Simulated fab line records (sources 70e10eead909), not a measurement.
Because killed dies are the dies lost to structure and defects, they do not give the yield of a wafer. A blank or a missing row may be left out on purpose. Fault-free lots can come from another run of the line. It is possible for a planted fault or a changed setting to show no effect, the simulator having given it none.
Matching of chambers / flow nandHarc / 4 sister chambers for NHARC_P_M2_ETCH_35 on rieDiel-11
The step etches the open film in N2/H2, target depth 40 nm, overetch 12 nm, time 43.94 s. 14 wafers are shown with their chamber, then 7 later ones without.

## WAFERS PAIRED WITH THEIR CHAMBERS
wafer=L075.1; chamber=0; showerheadPlenumPTorr (Torr)=1.89; drypumpMotorCurrentA (A)=6.4; rfVppV (V)=426
wafer=L075.2; chamber=2; showerheadPlenumPTorr (Torr)=1.89; drypumpMotorCurrentA (A)=5.9; rfVppV (V)=425
wafer=L075.4; chamber=3; showerheadPlenumPTorr (Torr)=2.12; drypumpMotorCurrentA (A)=5.5; rfVppV (V)=432
wafer=L077.3; chamber=3; showerheadPlenumPTorr (Torr)=2.11; drypumpMotorCurrentA (A)=5.5; rfVppV (V)=432
wafer=L077.5; chamber=0; showerheadPlenumPTorr (Torr)=1.89; drypumpMotorCurrentA (A)=6.5; rfVppV (V)=427
wafer=L077.6; chamber=3; showerheadPlenumPTorr (Torr)=2.12; drypumpMotorCurrentA (A)=5.5; rfVppV (V)=434
wafer=L083.2; chamber=0; showerheadPlenumPTorr (Torr)=1.88; drypumpMotorCurrentA (A)=6.5; rfVppV (V)=426
wafer=L083.4; chamber=0; showerheadPlenumPTorr (Torr)=1.88; drypumpMotorCurrentA (A)=6.4; rfVppV (V)=427
wafer=L083.6; chamber=2; showerheadPlenumPTorr (Torr)=1.88; drypumpMotorCurrentA (A)=6.0; rfVppV (V)=425
wafer=L082.1; chamber=0; showerheadPlenumPTorr (Torr)=1.89; drypumpMotorCurrentA (A)=6.5; rfVppV (V)=426
wafer=L082.4; chamber=3; showerheadPlenumPTorr (Torr)=2.11; drypumpMotorCurrentA (A)=5.5; rfVppV (V)=432
wafer=L082.5; chamber=3; showerheadPlenumPTorr (Torr)=2.11; drypumpMotorCurrentA (A)=5.5; rfVppV (V)=431
wafer=L085.4; chamber=3; showerheadPlenumPTorr (Torr)=2.11; drypumpMotorCurrentA (A)=5.5; rfVppV (V)=433
wafer=L085.5; chamber=1; showerheadPlenumPTorr (Torr)=1.94; drypumpMotorCurrentA (A)=5.9; rfVppV (V)=427

SIGNATURES (means of the wafers above)
reading=showerheadPlenumPTorr; chamber 0=1.8860; chamber 1=1.9400; chamber 2=1.8850; chamber 3=2.1133; scatter within a chamber=0.00551
reading=drypumpMotorCurrentA; chamber 0=6.460; chamber 1=5.900; chamber 2=5.950; chamber 3=5.500; scatter within a chamber=0.0412
reading=rfVppV; chamber 0=426.40; chamber 1=427.00; chamber 2=425.00; chamber 3=432.33; scatter within a chamber=0.808
Rule: for each reading, subtract the chamber's mean from the wafer's reading, divide by that reading's scatter and square the result; add these up over the readings and take the root, which gives the wafer's distance from the chamber. If the next closest chamber is less than 2 further off than the closest, the wafer can't be placed; otherwise it belongs to the closest. How the scatter is found: for the shown wafers, subtract from each reading the mean of its chamber, square and add these, divide the total by (wafers less chambers), then take the root.

## WAFERS WHOSE CHAMBER IS MISSING
wafer=L085.6; showerheadPlenumPTorr (Torr)=2.22; drypumpMotorCurrentA (A)=6.5; rfVppV (V)=437
wafer=L090.3; showerheadPlenumPTorr (Torr)=1.93; drypumpMotorCurrentA (A)=5.9; rfVppV (V)=427
wafer=L090.4; showerheadPlenumPTorr (Torr)=2.22; drypumpMotorCurrentA (A)=5.9; rfVppV (V)=434
wafer=L090.6; showerheadPlenumPTorr (Torr)=2.22; drypumpMotorCurrentA (A)=6.5; rfVppV (V)=435
wafer=L092.3; showerheadPlenumPTorr (Torr)=1.93; drypumpMotorCurrentA (A)=5.9; rfVppV (V)=426
wafer=L092.4; showerheadPlenumPTorr (Torr)=1.93; drypumpMotorCurrentA (A)=5.9; rfVppV (V)=426
wafer=L092.5; showerheadPlenumPTorr (Torr)=2.21; drypumpMotorCurrentA (A)=5.9; rfVppV (V)=435

## CHAMBER TAKEN BY EACH
wafer=L085.6; from the rows above=3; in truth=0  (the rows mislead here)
wafer=L090.3; from the rows above=1; in truth=1
wafer=L090.4; from the rows above=3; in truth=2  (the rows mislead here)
wafer=L090.6; from the rows above=3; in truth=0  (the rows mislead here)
wafer=L092.3; from the rows above=1; in truth=1
wafer=L092.4; from the rows above=1; in truth=1
wafer=L092.5; from the rows above=3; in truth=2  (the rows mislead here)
3 of 7 placed correctly. Not placeable from these rows: 0. 4 placed wrongly.
